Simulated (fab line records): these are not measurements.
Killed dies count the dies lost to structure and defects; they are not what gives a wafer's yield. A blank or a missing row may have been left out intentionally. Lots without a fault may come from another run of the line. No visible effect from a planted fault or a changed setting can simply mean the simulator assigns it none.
Chamber matching / flow n5Finfet / N5_BEOL_M5_STRIP_19 on rieDiel-03: 4 sister chambers
The step strips in O2. 18 wafers are shown with their chamber, then 9 later ones without.

EACH WAFER AND ITS CHAMBER
wafer=L074.2; chamber=0; drypumpMotorCurrentA (A)=6.5; showerheadPlenumPTorr (Torr)=2.16; throttleValvePct (%)=16.68
wafer=L074.3; chamber=3; drypumpMotorCurrentA (A)=5.5; showerheadPlenumPTorr (Torr)=2.19; throttleValvePct (%)=17.02
wafer=L074.6; chamber=0; drypumpMotorCurrentA (A)=6.5; showerheadPlenumPTorr (Torr)=2.16; throttleValvePct (%)=16.68
wafer=L079.1; chamber=1; drypumpMotorCurrentA (A)=5.7; showerheadPlenumPTorr (Torr)=2.14; throttleValvePct (%)=16.44
wafer=L079.2; chamber=3; drypumpMotorCurrentA (A)=5.4; showerheadPlenumPTorr (Torr)=2.19; throttleValvePct (%)=17.01
wafer=L079.5; chamber=1; drypumpMotorCurrentA (A)=5.7; showerheadPlenumPTorr (Torr)=2.14; throttleValvePct (%)=16.43
wafer=L081.3; chamber=3; drypumpMotorCurrentA (A)=5.4; showerheadPlenumPTorr (Torr)=2.18; throttleValvePct (%)=17.03
wafer=L081.4; chamber=0; drypumpMotorCurrentA (A)=6.5; showerheadPlenumPTorr (Torr)=2.16; throttleValvePct (%)=16.27
wafer=L081.6; chamber=3; drypumpMotorCurrentA (A)=5.4; showerheadPlenumPTorr (Torr)=2.18; throttleValvePct (%)=17.04
wafer=L084.3; chamber=1; drypumpMotorCurrentA (A)=5.7; showerheadPlenumPTorr (Torr)=2.14; throttleValvePct (%)=16.45
wafer=L084.4; chamber=3; drypumpMotorCurrentA (A)=5.4; showerheadPlenumPTorr (Torr)=2.18; throttleValvePct (%)=17.03
wafer=L084.6; chamber=0; drypumpMotorCurrentA (A)=6.5; showerheadPlenumPTorr (Torr)=2.16; throttleValvePct (%)=16.29
wafer=L086.1; chamber=3; drypumpMotorCurrentA (A)=5.4; showerheadPlenumPTorr (Torr)=2.18; throttleValvePct (%)=17.05
wafer=L086.3; chamber=0; drypumpMotorCurrentA (A)=6.5; showerheadPlenumPTorr (Torr)=2.16; throttleValvePct (%)=16.28
wafer=L086.4; chamber=1; drypumpMotorCurrentA (A)=5.7; showerheadPlenumPTorr (Torr)=2.14; throttleValvePct (%)=16.47
wafer=L088.1; chamber=1; drypumpMotorCurrentA (A)=5.7; showerheadPlenumPTorr (Torr)=2.14; throttleValvePct (%)=16.47
wafer=L088.3; chamber=0; drypumpMotorCurrentA (A)=6.5; showerheadPlenumPTorr (Torr)=2.15; throttleValvePct (%)=16.29
wafer=L088.4; chamber=2; drypumpMotorCurrentA (A)=6.6; showerheadPlenumPTorr (Torr)=2.07; throttleValvePct (%)=16.57

SIGNATURES (averages over the wafers above)
reading=drypumpMotorCurrentA; chamber 0=6.500; chamber 1=5.700; chamber 2=6.600; chamber 3=5.417; scatter within a chamber=0.0244
reading=showerheadPlenumPTorr; chamber 0=2.1583; chamber 1=2.1400; chamber 2=2.0700; chamber 3=2.1833; scatter within a chamber=0.00393
reading=throttleValvePct; chamber 0=16.4150; chamber 1=16.4520; chamber 2=16.5700; chamber 3=17.0300; scatter within a chamber=0.123
Rule: a wafer lies at a distance from a chamber equal to the root of the sum of squares, over the readings, of (its reading less the chamber's mean, divided by the reading's scatter). The wafer belongs to the nearest chamber; if the next one is less than 2 further off, it can't be placed. The scatter is the square root of a quotient: the sum, over the shown wafers, of each reading's squared deviation from its chamber's mean, divided by wafers minus chambers.

WAFERS WITHOUT THEIR CHAMBER
wafer=L089.2; drypumpMotorCurrentA (A)=5.4; showerheadPlenumPTorr (Torr)=2.18; throttleValvePct (%)=17.06
wafer=L089.4; drypumpMotorCurrentA (A)=5.7; showerheadPlenumPTorr (Torr)=2.13; throttleValvePct (%)=16.47
wafer=L089.5; drypumpMotorCurrentA (A)=6.6; showerheadPlenumPTorr (Torr)=2.07; throttleValvePct (%)=16.57
wafer=L095.1; drypumpMotorCurrentA (A)=6.6; showerheadPlenumPTorr (Torr)=2.07; throttleValvePct (%)=16.60
wafer=L095.3; drypumpMotorCurrentA (A)=6.5; showerheadPlenumPTorr (Torr)=2.15; throttleValvePct (%)=16.32
wafer=L095.6; drypumpMotorCurrentA (A)=6.5; showerheadPlenumPTorr (Torr)=2.15; throttleValvePct (%)=16.34
wafer=L097.1; drypumpMotorCurrentA (A)=6.5; showerheadPlenumPTorr (Torr)=2.15; throttleValvePct (%)=16.34
wafer=L097.3; drypumpMotorCurrentA (A)=5.7; showerheadPlenumPTorr (Torr)=2.13; throttleValvePct (%)=16.51
wafer=L097.6; drypumpMotorCurrentA (A)=5.7; showerheadPlenumPTorr (Torr)=2.13; throttleValvePct (%)=16.49

THE CHAMBER EACH PASSED THROUGH
wafer=L089.2; from the rows above=3; in truth=3
wafer=L089.4; from the rows above=1; in truth=1
wafer=L089.5; from the rows above=2; in truth=2
wafer=L095.1; from the rows above=2; in truth=2
wafer=L095.3; from the rows above=0; in truth=0
wafer=L095.6; from the rows above=0; in truth=0
wafer=L097.1; from the rows above=0; in truth=0
wafer=L097.3; from the rows above=1; in truth=1
wafer=L097.6; from the rows above=1; in truth=1
Correctly placed: 9 of 9. Number that these rows cannot place: 0. Placed wrongly: 0.
